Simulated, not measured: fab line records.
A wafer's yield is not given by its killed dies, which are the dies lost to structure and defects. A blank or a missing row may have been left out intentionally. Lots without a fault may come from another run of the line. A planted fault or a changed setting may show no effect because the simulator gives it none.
Split-lot study | flow n5-finfet | 21 wafers read across 7 lots, on a route 1938 steps long

## THE SPLIT ITSELF
At N5_BEOL_M1_TRENCH_ETCH_37 (etches SiOC in C4F6/O2, target depth 55.207 nm, time 29 s), the setting bias-w was moved away from the recipe's 185 W on 8 of the 21 wafers read, by -12.6% to +13.5%. For the rest of the wafers, this setting stayed at what the recipe calls for.

## FROM THE SPLIT TO THE READING: what the file shows between them, 2 steps
- N5_BEOL_M1_ETCH_41: etches SiCN in CH3F/O2, target depth 31.9 nm, time 57.8 s
- N5_BEOL_M1_STRIP_97: strips in N2/H2, time 10 s

## THE READING
trench-depth-nm, in nm, at N5_BEOL_M1_OCD_MEAS_38. A value of 54.7 nm with a standard deviation of 0.83 nm is what fault-free wafers of this fab line usually give.

wafer  | tool, chamber at the split | bias-w as run, W | against the recipe | trench-depth-nm, nm | against lot-mates on the recipe
L076.1 | rie-diel-01, 0             | 195              | +5.4%              | 55.1                | +0.7
L076.2 | rie-diel-01, 1             | 195              | +5.4%              | 56.6                | +2.2
L076.6 | rie-diel-01, 1             | 185              | recipe             | 54.4                | -
L081.2 | rie-diel-04, 0             | 185              | recipe             | 53.9                | -
L081.5 | rie-diel-04, 3             | 185              | recipe             | 54.6                | -
L081.6 | rie-diel-04, 2             | 185              | recipe             | 53.3                | -
L086.3 | rie-diel-04, 0             | 185              | recipe             | 54.8                | -
L086.4 | rie-diel-04, 3             | 210              | +13.5%             | 57.2                | +2.4
L086.5 | rie-diel-04, 1             | 210              | +13.5%             | 58.2                | +3.4
L089.2 | rie-diel-04, 1             | 185              | recipe             | 55.8                | -
L089.3 | rie-diel-04, 2             | 185              | recipe             | 54.8                | -
L089.4 | rie-diel-04, 0             | 185              | recipe             | 55.1                | -
L091.3 | rie-diel-06, 3             | 185              | recipe             | 55.6                | -
L091.4 | rie-diel-06, 1             | 185              | recipe             | 55.7                | -
L091.5 | rie-diel-06, 1             | 185              | recipe             | 55.8                | -
L095.2 | rie-diel-01, 2             | 165.8            | -10.4%             | 52.4                | -1.5
L095.4 | rie-diel-01, 2             | 165.8            | -10.4%             | 51.9                | -2.0
L095.6 | rie-diel-01, 0             | 185              | recipe             | 53.9                | -
L097.1 | rie-diel-04, 0             | 185              | recipe             | 54.2                | -
L097.3 | rie-diel-04, 3             | 161.6            | -12.6%             | 52.8                | -1.4
L097.6 | rie-diel-04, 2             | 161.6            | -12.6%             | 51.4                | -2.8

THE FIT
A straight line over all 21 wafers: trench-depth-nm changes by +0.222 nm for each +1% of bias-w; r = +0.90; the points scatter about the line by 0.76 nm.
The same after taking each lot's own level away (the mean of its wafers on the recipe; 21 wafers): +0.192 nm for each +1%; r = +0.94; scatter 0.5 nm.
According to that fit, moving bias-w by its largest amount changes the reading by 2.6 nm.
Across the lots, their own levels run from 53.90 to 55.70 nm, a range of 2.2 times the standard deviation given above.
So the lot-to-lot level changes the slope: the two fits differ.
Check: for one of the wafers moved furthest among these (+13.5%), held out of the fit, the line's prediction against its lot-mates is +2.83 nm. It came out at +2.4 nm against them.
Tool readings at the split's step, against how far the setting was moved: rf-vpp-V r = +0.97.

## THESE WAFERS: OTHER SPLITS
Other splits were also applied to these wafers ahead of the reading. Each is held against what the fit with the lots' levels taken away leaves over:
other split on the same wafers              | wafers away from the commonest value | r with trench-depth-nm (lot level and that fit taken away)
N5_MOL_CONTACT_COAG_DESCUM_45 time-s        | 8                                    | +0.00
N5_BEOL_M0_SAQP_ETCH_106 target-depth-a     | 8                                    | -0.06
N5_BEOL_M0_SAQP_SPACER2_ALD_26 target-thk-a | 5                                    | +0.10
N5_BEOL_M0_ETCH_138 source-w                | 5                                    | -0.04
N5_BEOL_M0_ETCH_128 source-w                | 7                                    | +0.09
N5_BEOL_M1_VIA_ETCH_34 time-s               | 8                                    | +0.26

## THE WHOLE CHAIN: every reading that the file lists as answering this split, in the file's order
step                      | what it does                                              | reading                                                                   | change (the file's fit)               | r (the file's)
N5_BEOL_M1_TRENCH_ETCH_37 | etches SiOC in C4F6/O2, target depth 55.207 nm, time 29 s | rf-vpp-V                                                                  | +5.55 V for each +1% of the setting   | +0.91
N5_BEOL_M1_TRENCH_ETCH_37 | etches SiOC in C4F6/O2, target depth 55.207 nm, time 29 s | BEOL_M1.feature-depth-nm (the simulator's own value, which no gauge read) | +0.202 nm for each +1% of the setting | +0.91
N5_BEOL_M1_TRENCH_ETCH_37 | etches SiOC in C4F6/O2, target depth 55.207 nm, time 29 s | etch.depth-nm (the simulator's own value, which no gauge read)            | +0.201 nm for each +1% of the setting | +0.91
N5_BEOL_M1_OCD_MEAS_38    |                                                           | trench-depth-nm                                                           | +0.193 nm for each +1% of the setting | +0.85

## FILE'S OWN FIT
trench-depth-nm changes by +0.193 nm for each +1% of bias-w, r = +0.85.
